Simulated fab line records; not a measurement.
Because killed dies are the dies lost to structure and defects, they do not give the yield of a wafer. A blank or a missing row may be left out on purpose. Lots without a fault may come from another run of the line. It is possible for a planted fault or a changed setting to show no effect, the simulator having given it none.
Lot-split experiment / flow n5Finfet / 21 wafers read from 7 lots, route of 1938 steps

## ON THE SPLIT
At N5_BEOL_M7_DESCUM_33 (chemistry O2, time 7 s), the setting timeS was moved away from the recipe's 7 s on 5 of the 21 wafers read, by -21.5% to +15.3%. This setting was run at the recipe's value on the other wafers.

Split to reading: the file shows no intervening step.

## THE READING
CAR-EUV_of_BEOL_M7_COAT_22.thkNm (the simulator's own value, which no gauge read), in nm, at N5_BEOL_M7_ETCH_72 (etches underlayer in N2/H2, target depth 6.5 nm, time 5.2 s). The file gives no usual value for it. Here, 16 wafers ran the recipe; their average is 20.3 nm with a standard deviation of 0.14 nm.

wafer=L077.2; tool, chamber at the split=rieDiel-03, 3,2,0; timeS as run, s=7; against the recipe=recipe; CAR-EUV_of_BEOL_M7_COAT_22.thkNm, nm=20.2; against lot-mates on the recipe=-
wafer=L077.3; tool, chamber at the split=rieDiel-03, 3,2,0; timeS as run, s=7; against the recipe=recipe; CAR-EUV_of_BEOL_M7_COAT_22.thkNm, nm=20.2; against lot-mates on the recipe=-
wafer=L077.4; tool, chamber at the split=rieDiel-03, 3,2,0; timeS as run, s=7; against the recipe=recipe; CAR-EUV_of_BEOL_M7_COAT_22.thkNm, nm=20.2; against lot-mates on the recipe=-
wafer=L079.2; tool, chamber at the split=rieDiel-03, 3; timeS as run, s=7; against the recipe=recipe; CAR-EUV_of_BEOL_M7_COAT_22.thkNm, nm=20.2; against lot-mates on the recipe=-
wafer=L079.6; tool, chamber at the split=rieDiel-03, 2,1; timeS as run, s=7; against the recipe=recipe; CAR-EUV_of_BEOL_M7_COAT_22.thkNm, nm=20.2; against lot-mates on the recipe=-
wafer=L079.5; tool, chamber at the split=rieDiel-03, 2,1; timeS as run, s=7; against the recipe=recipe; CAR-EUV_of_BEOL_M7_COAT_22.thkNm, nm=20; against lot-mates on the recipe=-
wafer=L078.1; tool, chamber at the split=rieDiel-01, 2,1,2; timeS as run, s=7; against the recipe=recipe; CAR-EUV_of_BEOL_M7_COAT_22.thkNm, nm=20.4; against lot-mates on the recipe=-
wafer=L078.2; tool, chamber at the split=rieDiel-01, 2,1,2; timeS as run, s=7; against the recipe=recipe; CAR-EUV_of_BEOL_M7_COAT_22.thkNm, nm=20.4; against lot-mates on the recipe=-
wafer=L078.6; tool, chamber at the split=rieDiel-01, 2,1,2; timeS as run, s=7; against the recipe=recipe; CAR-EUV_of_BEOL_M7_COAT_22.thkNm, nm=20.4; against lot-mates on the recipe=-
wafer=L080.3; tool, chamber at the split=rieDiel-03, 1,0; timeS as run, s=5.497; against the recipe=-21.5%; CAR-EUV_of_BEOL_M7_COAT_22.thkNm, nm=21.2; against lot-mates on the recipe=+0.8
wafer=L080.4; tool, chamber at the split=rieDiel-03, 1,0; timeS as run, s=5.497; against the recipe=-21.5%; CAR-EUV_of_BEOL_M7_COAT_22.thkNm, nm=21; against lot-mates on the recipe=+0.6
wafer=L080.5; tool, chamber at the split=rieDiel-03, 0; timeS as run, s=7; against the recipe=recipe; CAR-EUV_of_BEOL_M7_COAT_22.thkNm, nm=20.4; against lot-mates on the recipe=-
wafer=L083.2; tool, chamber at the split=rieDiel-01, 0; timeS as run, s=6.242; against the recipe=-10.8%; CAR-EUV_of_BEOL_M7_COAT_22.thkNm, nm=20.6; against lot-mates on the recipe=+0.3
wafer=L083.3; tool, chamber at the split=rieDiel-01, 3; timeS as run, s=7; against the recipe=recipe; CAR-EUV_of_BEOL_M7_COAT_22.thkNm, nm=20.2; against lot-mates on the recipe=-
wafer=L083.5; tool, chamber at the split=rieDiel-01, 1; timeS as run, s=7; against the recipe=recipe; CAR-EUV_of_BEOL_M7_COAT_22.thkNm, nm=20.4; against lot-mates on the recipe=-
wafer=L084.1; tool, chamber at the split=rieDiel-04, 3; timeS as run, s=8.073; against the recipe=+15.3%; CAR-EUV_of_BEOL_M7_COAT_22.thkNm, nm=19.8; against lot-mates on the recipe=-0.6
wafer=L084.2; tool, chamber at the split=rieDiel-04, 0,2; timeS as run, s=7; against the recipe=recipe; CAR-EUV_of_BEOL_M7_COAT_22.thkNm, nm=20.4; against lot-mates on the recipe=-
wafer=L084.4; tool, chamber at the split=rieDiel-04, 0,2; timeS as run, s=7; against the recipe=recipe; CAR-EUV_of_BEOL_M7_COAT_22.thkNm, nm=20.4; against lot-mates on the recipe=-
wafer=L085.2; tool, chamber at the split=rieDiel-01, 3; timeS as run, s=7; against the recipe=recipe; CAR-EUV_of_BEOL_M7_COAT_22.thkNm, nm=20.2; against lot-mates on the recipe=-
wafer=L085.5; tool, chamber at the split=rieDiel-01, 2; timeS as run, s=7; against the recipe=recipe; CAR-EUV_of_BEOL_M7_COAT_22.thkNm, nm=20.6; against lot-mates on the recipe=-
wafer=L085.6; tool, chamber at the split=rieDiel-01, 1; timeS as run, s=7.765; against the recipe=+10.9%; CAR-EUV_of_BEOL_M7_COAT_22.thkNm, nm=20; against lot-mates on the recipe=-0.4
If several chambers appear in one row, that row covers several wafers at once and the file leaves open which wafer was in which chamber.

FIT RESULTS
A straight line over all 21 wafers: CAR-EUV_of_BEOL_M7_COAT_22.thkNm changes by -0.0347 nm for each +1% of timeS; r = -0.91; the points scatter about the line by 0.14 nm.
The same after taking each lot's own level away (the mean of its wafers on the recipe; 21 wafers): -0.0339 nm for each +1%; r = -0.95; scatter 0.091 nm.
That fit puts the effect of the largest move of timeS on the reading at 0.73 nm.
From 20.13 to 20.40 nm: that is the span of the lots' own levels, equal to 1.9 times the standard deviation above.
So the lot-to-lot level changes the slope little: the two slopes agree.
Check: +0.671 nm against its lot-mates is what the line predicts for one of the wafers moved furthest among these (-21.5%) when that wafer is left out of the fit. It came out at +0.8 nm against them.

## FURTHER SPLITS ON THESE WAFERS
These wafers also went through other splits before the reading. Each is held against what the fit with the lots' levels taken away leaves over:
other split on the same wafers=N5_BEOL_M4_PECVD_72 tempC; wafers away from the commonest value=6; r with CAR-EUV_of_BEOL_M7_COAT_22.thkNm (lot level and that fit taken away)=+0.01
other split on the same wafers=N5_BEOL_M5_COAT_05 spinRpm; wafers away from the commonest value=7; r with CAR-EUV_of_BEOL_M7_COAT_22.thkNm (lot level and that fit taken away)=+0.17
other split on the same wafers=N5_BEOL_M5_ETCH_72 biasW; wafers away from the commonest value=9; r with CAR-EUV_of_BEOL_M7_COAT_22.thkNm (lot level and that fit taken away)=+0.16
other split on the same wafers=N5_BEOL_M6_HM_DEP_02 targetThkA; wafers away from the commonest value=9; r with CAR-EUV_of_BEOL_M7_COAT_22.thkNm (lot level and that fit taken away)=-0.19
other split on the same wafers=N5_BEOL_M6_EXPOSE_08 doseMj; wafers away from the commonest value=6; r with CAR-EUV_of_BEOL_M7_COAT_22.thkNm (lot level and that fit taken away)=-0.08
other split on the same wafers=N5_BEOL_M7_COAT_63 spinRpm; wafers away from the commonest value=11; r with CAR-EUV_of_BEOL_M7_COAT_22.thkNm (lot level and that fit taken away)=+0.21

## THE WHOLE CHAIN: every reading that the file lists as answering this split, in the file's order
step=N5_BEOL_M7_DESCUM_33; what it does=chemistry O2, time 7 s; reading=CAR-EUV_of_BEOL_M7_COAT_22.thkNm (the simulator's own value, which no gauge read); change (the file's fit)=-0.0386 nm for each +1% of the setting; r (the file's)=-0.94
step=N5_BEOL_M7_ETCH_72; what it does=etches underlayer in N2/H2, target depth 6.5 nm, time 5.2 s; reading=CAR-EUV_of_BEOL_M7_COAT_22.thkNm (the simulator's own value, which no gauge read); change (the file's fit)=-0.0341 nm for each +1% of the setting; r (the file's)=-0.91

## THE FILE'S OWN FIT
CAR-EUV_of_BEOL_M7_COAT_22.thkNm changes by -0.0341 nm for each +1% of timeS, r = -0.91.
